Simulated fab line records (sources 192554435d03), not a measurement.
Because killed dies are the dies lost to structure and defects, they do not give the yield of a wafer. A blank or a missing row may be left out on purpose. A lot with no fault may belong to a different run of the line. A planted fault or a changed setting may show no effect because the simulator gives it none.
Comparing a struck lot with a sound one | flow n5_finfet | 14 steps out of a route of 1938
Sound: the wafers L343.2, L343.5, L343.6. Struck: wafer L349.3; the same lot's L349.4 was not struck, so it is left out; see the end for the cause.
For every step that has rows: the tool of each side, followed by ch and its chambers, followed by its first start. Under that, the readings that differ: sound wafers | struck wafers | difference of the means | sigmas: that difference in standard deviations of wafers without a fault.
alike: readings with means less than 2 such deviations apart, plus words and numbers identical on both sides. not compared: withheld readings, readings lacking a value on some wafer, bounds such as >300 that could conceal the same value, and numbers that have no deviation in the record and whose values overlap.
Wherever a step has rows on one side only, a row that says differs or no value, or a row with sigmas, the two part there. When numbers do not overlap yet have no deviation, they are printed without sigmas and do not part them. Lack of a reading on every wafer of one side parts them only where that side has two or more wafers.

N5_BEOL_M5_OVL_MEAS_29:
  sound on overlay-02 ch 0, day 9 14:13; struck on overlay-01 ch 0, day 12 01:55
  alike: V4_OVL
N5_BEOL_M5_INSPECT_30: inspects for defects (brightfield).
  sound: defect_inspect-02 at day 9 14:16; struck: defect_inspect-01 at day 12 01:58
  alike: raw_defect_count
N5_BEOL_M5_DESCUM_33: chemistry O2, time 7 s.
  sound on rie_diel-04 ch 0,1, day 9 14:19; struck on rie_diel-04 ch 0, day 12 02:22
  alike: chamber_pressure_mTorr, drypump_motor_current_A, oes_product_au, rf_vpp_V, showerhead_plenum_p_Torr, throttle_valve_pct
  not compared: rf_hours_counter_h
N5_BEOL_M5_ETCH_75: etches underlayer in N2/H2, target depth 6.5 nm, time 5.2 s.
  sound on rie_diel-04 ch 0,1, day 9 14:20; struck on rie_diel-04 ch 0, day 12 02:24
  alike: chamber_pressure_mTorr, drypump_motor_current_A, etch_rf_on_time_s, oes_product_au, rf_vpp_V, showerhead_plenum_p_Torr, throttle_valve_pct
  not compared: rf_hours_counter_h
then, 6 steps without rows for these wafers: N5_BEOL_M5_ETCH_67 (etches SiARC in CF4, target depth 15.6 nm, time 26 s); N5_BEOL_M5_ETCH_68 (etches SOC in N2/H2, target depth 80 nm, overetch 16 nm, time 120 s); N5_BEOL_M5_STRIP_69 (strips in N2/H2); N5_BEOL_M5_STRIP_76 (strips in N2/H2); N5_BEOL_M5_VIA_ETCH_34 (etches SiCOH lowk in C4F6/O2, target depth 88.3 nm, time 39.2 s); N5_BEOL_M5_STRIP_85 (strips in C4F6/O2).
N5_BEOL_M5_STRIP_36: strips in N2/H2.
  sound on rie_diel-04 ch 0,1, day 9 14:32; struck on rie_diel-04 ch 0, day 12 02:35
  alike: chamber_pressure_mTorr, drypump_motor_current_A, oes_product_au, rf_vpp_V, showerhead_plenum_p_Torr, throttle_valve_pct
  not compared: rf_hours_counter_h
N5_BEOL_M5_TRENCH_ETCH_37: etches SiCOH lowk in C4F6/O2, target depth 71.652 nm, time 24.7 s.
  sound on rie_diel-04 ch 0,1; struck on rie_diel-04 ch 0
  alike: chamber_pressure_mTorr, drypump_motor_current_A, oes_product_au, rf_vpp_V, showerhead_plenum_p_Torr, throttle_valve_pct
  not compared: rf_hours_counter_h
N5_BEOL_M5_ETCH_41: etches SiCN in CH3F/O2, target depth 31.5 nm, time 56.7 s.
  sound on rie_diel-04 ch 0,1, day 9 14:36; struck on rie_diel-04 ch 0, day 12 02:40
  reading                  | sound      | struck | difference | sigmas
  model.etch.depth_nm (nm) | 22 22 21.4 | 18.22  | -3.58      |
  alike: chamber_pressure_mTorr, drypump_motor_current_A, oes_product_au, rf_vpp_V, showerhead_plenum_p_Torr, throttle_valve_pct
  not compared: rf_hours_counter_h
N5_BEOL_M5_STRIP_91: strips in N2/H2, time 10 s.
  sound on rie_diel-04 ch 0,1; struck on rie_diel-04 ch 0
  alike: chamber_pressure_mTorr, drypump_motor_current_A, oes_product_au, rf_vpp_V, showerhead_plenum_p_Torr, throttle_valve_pct
  not compared: rf_hours_counter_h

## WHERE THEY PART
Nowhere in this record.

WHY: whatever the simulator had introduced
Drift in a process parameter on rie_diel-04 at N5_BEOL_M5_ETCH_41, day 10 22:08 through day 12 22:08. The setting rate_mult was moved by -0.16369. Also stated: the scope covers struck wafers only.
